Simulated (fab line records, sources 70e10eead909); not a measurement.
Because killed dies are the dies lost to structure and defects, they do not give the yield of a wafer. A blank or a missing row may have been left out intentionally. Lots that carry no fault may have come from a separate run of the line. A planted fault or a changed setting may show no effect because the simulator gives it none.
Struck lot and sound lot, side by side :: flow nand-harc :: 27 steps out of a route of 1302
Sound: wafers L458.1, L458.4, L458.6. The struck wafers were L461.1, L461.3, L461.4. The cause comes at the end.
At each step with rows: each side's tool, then ch and its chambers, then its first start. Under that, the readings that differ: sound wafers :: struck wafers :: difference of the means :: sigmas: that difference in standard deviations of wafers without a fault.
alike: readings whose means differ by less than 2 such deviations, and words and numbers that are the same on both sides. not compared: withheld readings, readings that some wafer has no value for, bounds like >300 that may hide the same value, and numbers for which the record gives no deviation and whose values overlap.
The two part at a step that has a row with sigmas, a row that says differs or no value, or rows on one side only. Numbers that don't overlap but have no deviation are shown without sigmas and don't part them. Lack of a reading on every wafer of one side parts them only where that side has two or more wafers.

NHARC_A_CHANNEL_HOLE_D2_DESCUM_15: chemistry O2, time 3 s.
  sound on rie-diel-03 ch 0,2, day 13 21:02; struck on rie-diel-03 ch 0,1,2, day 15 04:55
  alike: drypump-motor-current-A, oes-product-au, rf-vpp-V, showerhead-plenum-p-Torr, throttle-valve-pct
  not compared: rf-hours-counter-h
then, 4 steps without rows for these wafers: NHARC_A_CHANNEL_HOLE_D2_ETCH_38 (etches the open film in CF4, target depth 39 nm, time 65 s); NHARC_A_CHANNEL_HOLE_D2_ETCH_39 (etches the open film in N2/H2, target depth 260 nm, time 325 s); NHARC_A_CHANNEL_HOLE_D2_ETCH_34 (etches the open film in CF4/CHF3, target depth 154 nm, time 77 s); NHARC_A_CHANNEL_HOLE_D2_ETCH_16 (etches the open film in O2/COS, target depth 3100 nm, time 806 s).
NHARC_A_CHANNEL_HOLE_D2_CD_MEAS_18:
  struck on cd-sem-02, day 15 06:01; sound on cd-sem-03, day 13 22:08
  alike: cd-nm
then, 1 step without rows for these wafers: NHARC_A_CHANNEL_HOLE_D2_ETCH_19 (etches the open film in C4F8/O2/Ar, time 34.5 s).
NHARC_A_CHANNEL_HOLE_D2_ETCH_20: etches the open film in C4F8/O2/Ar, time 361.9 s, target depth 1600 nm.
  sound on har-etch-01 ch 0,1, day 13 22:19; struck on har-etch-01 ch 0,1, day 15 06:13
  alike: drypump-motor-current-A, oes-air-line-au, showerhead-plenum-p-Torr, throttle-valve-pct
  not compared: rf-hours-counter-h
NHARC_A_CHANNEL_HOLE_D2_ETCH_21: etches the open film in C4F8/O2/Ar, time 514.3 s, target depth 1600 nm.
  sound on har-etch-01 ch 0,1, day 13 22:38; struck on har-etch-01 ch 0,1, day 15 06:31
  alike: drypump-motor-current-A, oes-air-line-au, showerhead-plenum-p-Torr, throttle-valve-pct
  not compared: rf-hours-counter-h
NHARC_A_CHANNEL_HOLE_D2_ETCH_22: etches the open film in C4F8/O2/Ar, time 666.7 s, target depth 1600 nm.
  sound on har-etch-01 ch 0,1, day 13 23:04; struck on har-etch-01 ch 0,1, day 15 06:58
  alike: drypump-motor-current-A, oes-air-line-au, showerhead-plenum-p-Torr, throttle-valve-pct
  not compared: rf-hours-counter-h
NHARC_A_CHANNEL_HOLE_D2_ETCH_23: etches the open film in C4F8/O2/Ar, time 819 s, target depth 1600 nm.
  sound on har-etch-01 ch 0,1, day 13 23:38; struck on har-etch-01 ch 0,1, day 15 07:32
  alike: drypump-motor-current-A, oes-air-line-au, showerhead-plenum-p-Torr, throttle-valve-pct
  not compared: rf-hours-counter-h
then, 1 step without rows for these wafers: NHARC_A_CHANNEL_HOLE_D2_ETCH_24 (etches the open film in C4F8/O2/Ar, time 906.2 s, target depth 1500 nm).
NHARC_A_CHANNEL_HOLE_D2_ETCH_25: etches the open film in C4F8/O2/Ar, time 1040.2 s, target depth 1500 nm.
  sound on har-etch-01 ch 0,1, day 14 01:05; struck on har-etch-01 ch 0,1, day 15 08:59
  alike: drypump-motor-current-A, oes-air-line-au, showerhead-plenum-p-Torr, throttle-valve-pct
  not compared: rf-hours-counter-h
then, 9 steps without rows for these wafers: NHARC_A_CHANNEL_HOLE_D2_ETCH_26 (etches the open film in C4F8/O2/Ar, time 224.1 s, target depth 300 nm); NHARC_A_CHANNEL_HOLE_D2_ETCH_27 (etches the open film in C4F8/O2/Ar, time 90 s, target depth 400 nm); NHARC_A_CHANNEL_HOLE_D2_STRIP_41 (strips in N2/H2); NHARC_A_CHANNEL_HOLE_D2_STRIP_42 (strips in CF4/CHF3); NHARC_A_CHANNEL_HOLE_D2_STRIP_43 (strips in O2/COS); NHARC_A_CHANNEL_HOLE_D2_ETCH_44 (etches the open film in CF4/O2, target depth 140 nm, overetch 14 nm, time 77 s); NHARC_A_CHANNEL_HOLE_D2_STRIP_28 (strips in O2); NHARC_A_CHANNEL_HOLE_D2_PRECLEAN_29 (cleans in SC1); NHARC_A_CHANNEL_HOLE_D2_SRD_30.
NHARC_A_CHANNEL_HOLE_D2_CD_MEAS_31:
  struck on cd-sem-02, day 15 11:38; sound on cd-sem-01, day 14 03:43
  alike: cd-nm
next, for these wafers, 1 step has no rows: NHARC_A_CHANNEL_HOLE_D2_XSEM_32.
NHARC_A_CHANNEL_HOLE_D2_INSPECT_40:
  struck on defect-inspect-01, day 15 11:49; sound on defect-inspect-02, day 14 03:55
reading: raw-defect-count
sound: 116 182 169
struck: 861 886 876
difference: +719
sigmas: +9
then, 1 step without rows for these wafers: NHARC_A_CHANNEL_FILL_D2_PRECLEAN_00 (cleans in SC1).
-- break in the record here, with 11 days between the starts of the struck wafers on either side (left off in module A_CHANNEL_FILL_D2, picked up again in module END, where the first step shown is number 1302 on the route) --
NHARC_END_SORT_01:
  sound on prober-01 ch 0, day 25 13:50; struck on prober-02 ch 0, day 26 08:29
reading: killed-at-array
sound: 45 36 31
struck: 127 114 164
difference: +98
sigmas: +4

reading: killed-dies
sound: 52 41 41
struck: 136 124 167
difference: +98
sigmas: +4
  alike: killed-at-other, killed-at-periphery, killed-open, killed-short

## WHERE THEY PART
First at NHARC_A_CHANNEL_HOLE_D2_INSPECT_40; last, within this record, at NHARC_END_SORT_01.

WHY: what had been put in by the simulator
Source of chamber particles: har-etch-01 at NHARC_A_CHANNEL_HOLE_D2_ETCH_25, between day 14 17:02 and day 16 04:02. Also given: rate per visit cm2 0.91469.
